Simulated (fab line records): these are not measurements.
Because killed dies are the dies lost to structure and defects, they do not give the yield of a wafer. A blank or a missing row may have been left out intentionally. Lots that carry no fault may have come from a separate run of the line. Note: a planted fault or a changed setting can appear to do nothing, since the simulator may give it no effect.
What tool caused it? + flow n5-finfet + Sampling: 10 lots, 30 wafers, 4 of 1938 route steps

== WHAT EACH GAUGE READ, for each wafer ==
N5_BEOL_M4_INSPECT_59: inspects for defects (darkfield). Usual: raw-defect-count reads 71 (standard deviation 25).
| lot  | measured     | on                | raw-defect-count | flag |
|------|--------------|-------------------|------------------|------|
| L831 | day 9 01:06  | defect-inspect-02 | 99 87 115        |      |
| L834 | day 9 14:11  | defect-inspect-01 | 102 90 66        |      |
| L836 | day 9 22:59  | defect-inspect-02 | 90 86 60         |      |
| L839 | day 10 18:37 | defect-inspect-01 | 90 101 69        |      |
| L840 | day 11 14:22 | defect-inspect-02 | 78 167 154       |      |
| L845 | day 12 02:18 | defect-inspect-01 | 37 57 25         |      |
| L844 | day 12 06:44 | defect-inspect-01 | 68 75 93         |      |
| L851 | day 13 21:12 | defect-inspect-02 | 77 61 50         |      |
| L852 | day 14 04:16 | defect-inspect-01 | 64 61 64         |      |
| L853 | day 14 08:27 | defect-inspect-01 | 101 88 65        |      |

N5_BEOL_M5_CD_MEAS_35: target cd 28 nm, target cd y 24 nm. Usual: cd-nm reads 28.08 nm (standard deviation 0.3).
| lot  | measured     | on        | cd-nm (nm)        | flag |
|------|--------------|-----------|-------------------|------|
| L831 | day 9 08:05  | cd-sem-02 | 27.87 28.27 27.84 |      |
| L834 | day 9 22:57  | cd-sem-01 | 29.08 28.12 28.43 |      |
| L836 | day 10 04:19 | cd-sem-03 | 28.38 28.07 28.18 |      |
| L839 | day 11 00:05 | cd-sem-01 | 28.27 27.94 27.76 |      |
| L840 | day 11 20:19 | cd-sem-03 | 27.70 27.96 28.01 |      |
| L845 | day 12 08:39 | cd-sem-02 | 28.36 28.34 28.42 |      |
| L844 | day 12 13:43 | cd-sem-03 | 27.63 28.03 27.54 |      |
| L851 | day 14 04:20 | cd-sem-01 | 28.10 28.12 28.18 |      |
| L852 | day 14 11:54 | cd-sem-02 | 28.30 28.46 27.60 |      |
| L853 | day 14 13:11 | cd-sem-03 | 27.87 27.62 28.32 |      |

== EACH LOT AND THE TOOL THAT RAN IT (in order: tool; ch and the chambers of the sampled wafers; start) ==
| lot  | N5_BEOL_M5_ETCH_61                 | N5_BEOL_M5_VIA_ETCH_34             |
|------|------------------------------------|------------------------------------|
| L831 | rie-diel-02 ch 2,3, day 9 04:52    | rie-diel-06 ch 1,2,3, day 9 07:41  |
| L834 | rie-diel-05 ch 1,2, day 9 18:44    | rie-diel-02 ch 0,2, day 9 22:34    |
| L836 | rie-diel-06 ch 0,3, day 10 02:38   | rie-diel-06 ch 0,1,3, day 10 03:56 |
| L839 | rie-diel-05 ch 0,1,3, day 10 21:34 | rie-diel-06 ch 0,1,3, day 10 23:42 |
| L840 | rie-diel-05 ch 1,3, day 11 17:26   | rie-diel-06 ch 1,2,3, day 11 19:55 |
| L845 | rie-diel-05 ch 0,1,3, day 12 07:06 | rie-diel-06 ch 0,1,2, day 12 08:15 |
| L844 | rie-diel-02 ch 0,2, day 12 10:15   | rie-diel-06 ch 0,1,2, day 12 13:20 |
| L851 | rie-diel-06 ch 1,3, day 14 00:52   | rie-diel-05 ch 1,3, day 14 03:57   |
| L852 | rie-diel-06 ch 1,3, day 14 10:25   | rie-diel-02 ch 2,3, day 14 11:31   |
| L853 | rie-diel-05 ch 0,1,3, day 14 10:59 | rie-diel-05 ch 0,1,2, day 14 12:48 |
- N5_BEOL_M5_ETCH_61: etches SiARC in CF4, target depth 15.6 nm, time 26 s.
- N5_BEOL_M5_VIA_ETCH_34: etches SiCOH lowk in C4F6/O2, target depth 88.3 nm, time 39.2 s.

== AS READ BY THE TOOLS THEMSELVES (means over the sampled wafers that have a number; for cases with no such wafer, the mark the record gives instead) ==
N5_BEOL_M5_ETCH_61. Usual: drypump-motor-current-A 5.7 A (standard deviation 0.35); etch-rf-on-time-s 25.9 s (standard deviation 0.34); oes-product-au 0.67 a.u. (standard deviation 0.068); rf-fwd-power-W 532.0 W (standard deviation 2.1); rf-vpp-V 183.9 V (standard deviation 1.3); showerhead-plenum-p-Torr 2.14 Torr (standard deviation 0.079); throttle-valve-pct 15.64 % (standard deviation 0.24).
| lot  | tool        | drypump-motor-current-A (A) | etch-rf-on-time-s (s) | oes-product-au (a.u.) | rf-fwd-power-W (W) | rf-vpp-V (V) | showerhead-plenum-p-Torr (Torr) | throttle-valve-pct (%) | flag |
|------|-------------|-----------------------------|-----------------------|-----------------------|--------------------|--------------|---------------------------------|------------------------|------|
| L831 | rie-diel-02 | 5.5                         | 26.4                  | 0.65                  | 532.9              | 183.4        | 2.09                            | 15.58                  |      |
| L834 | rie-diel-05 | 5.5                         | 25.7                  | 0.70                  | 530.6              | 184.0        | 2.13                            | 15.52                  |      |
| L836 | rie-diel-06 | 5.6                         | 26.0                  | 0.73                  | 531.2              | 185.5        | 2.25                            | 15.51                  |      |
| L839 | rie-diel-05 | 5.6                         | 25.5                  | 0.71                  | 532.3              | 183.0        | 2.11                            | 15.54                  |      |
| L840 | rie-diel-05 | 5.3                         | 25.6                  | 0.74                  | 532.0              | 183.5        | 2.09                            | 15.51                  |      |
| L845 | rie-diel-05 | 5.7                         | 25.5                  | 0.69                  | 530.3              | 183.8        | 2.11                            | 15.56                  |      |
| L844 | rie-diel-02 | 5.4                         | 25.9                  | 0.75                  | 530.7              | 184.4        | 2.15                            | 15.33                  |      |
| L851 | rie-diel-06 | 5.5                         | 25.7                  | 0.71                  | 534.1              | 184.1        | 2.17                            | 15.54                  |      |
| L852 | rie-diel-06 | 5.7                         | 25.6                  | 0.67                  | 535.0              | 183.3        | 2.08                            | 15.82                  |      |
| L853 | rie-diel-05 | 5.7                         | 25.8                  | 0.68                  | 532.4              | 183.4        | 2.10                            | 15.59                  |      |

N5_BEOL_M5_VIA_ETCH_34. Usual: O2_flow_sccm 10.001 sccm, standard deviation 0.027; drypump-motor-current-A 5.7 A, standard deviation 0.34; oes-product-au 0.78 a.u., standard deviation 0.083; rf-fwd-power-W 340.8 W, standard deviation 1.6; rf-vpp-V 664 V, standard deviation 5.6; showerhead-plenum-p-Torr 2.84 Torr, standard deviation 0.12; throttle-valve-pct 20.94 %, standard deviation 0.26.
| lot  | tool        | O2_flow_sccm (sccm) | drypump-motor-current-A (A) | oes-product-au (a.u.) | rf-fwd-power-W (W) | rf-vpp-V (V) | showerhead-plenum-p-Torr (Torr) | throttle-valve-pct (%) | flag |
|------|-------------|---------------------|-----------------------------|-----------------------|--------------------|--------------|---------------------------------|------------------------|------|
| L831 | rie-diel-06 | 9.982               | 5.7                         | 0.81                  | 340.4              | 666          | 2.80                            | 20.99                  |      |
| L834 | rie-diel-02 | 10.017              | 5.4                         | 0.72                  | 341.1              | 663          | 2.86                            | 20.85                  |      |
| L836 | rie-diel-06 | 9.993               | 5.7                         | 0.83                  | 340.7              | 668          | 2.88                            | 20.90                  |      |
| L839 | rie-diel-06 | 9.992               | 5.7                         | 0.83                  | 341.7              | 668          | 2.87                            | 20.91                  |      |
| L840 | rie-diel-06 | 9.995               | 5.7                         | 0.79                  | 341.5              | 664          | 2.79                            | 21.02                  |      |
| L845 | rie-diel-06 | 10.010              | 5.9                         | 0.84                  | 339.6              | 663          | 2.77                            | 21.21                  |      |
| L844 | rie-diel-06 | 10.020              | 5.8                         | 0.84                  | 340.1              | 662          | 2.77                            | 21.21                  |      |
| L851 | rie-diel-05 | 9.993               | 5.5                         | 0.85                  | 340.4              | 662          | 2.79                            | 20.86                  |      |
| L852 | rie-diel-02 | 10.004              | 5.5                         | 0.73                  | 341.6              | 665          | 2.76                            | 20.89                  |      |
| L853 | rie-diel-05 | 9.977               | 5.8                         | 0.74                  | 342.1              | 661          | 2.84                            | 20.86                  |      |

== THE ANSWER, worked out from the rows above alone ==
Rule: take the mean of a lot's wafers that have a number; if it is more than 3 standard deviations from the usual mean, the lot is off. A lot without any number at a reading at which 4 lots or more have one is off too. The other lots that the step has rows for count as sound. Order of review: gauges by route order, followed by the tools' own readings, for which a lot's mean as printed above is used. The first step at which some lot is off is used, and at that step the reading that is off furthest; a lot without a number counts as furthest.
Nothing can be told from this: no lot is off at any reading shown.

== WHAT THE SIMULATOR HAD INSERTED ==
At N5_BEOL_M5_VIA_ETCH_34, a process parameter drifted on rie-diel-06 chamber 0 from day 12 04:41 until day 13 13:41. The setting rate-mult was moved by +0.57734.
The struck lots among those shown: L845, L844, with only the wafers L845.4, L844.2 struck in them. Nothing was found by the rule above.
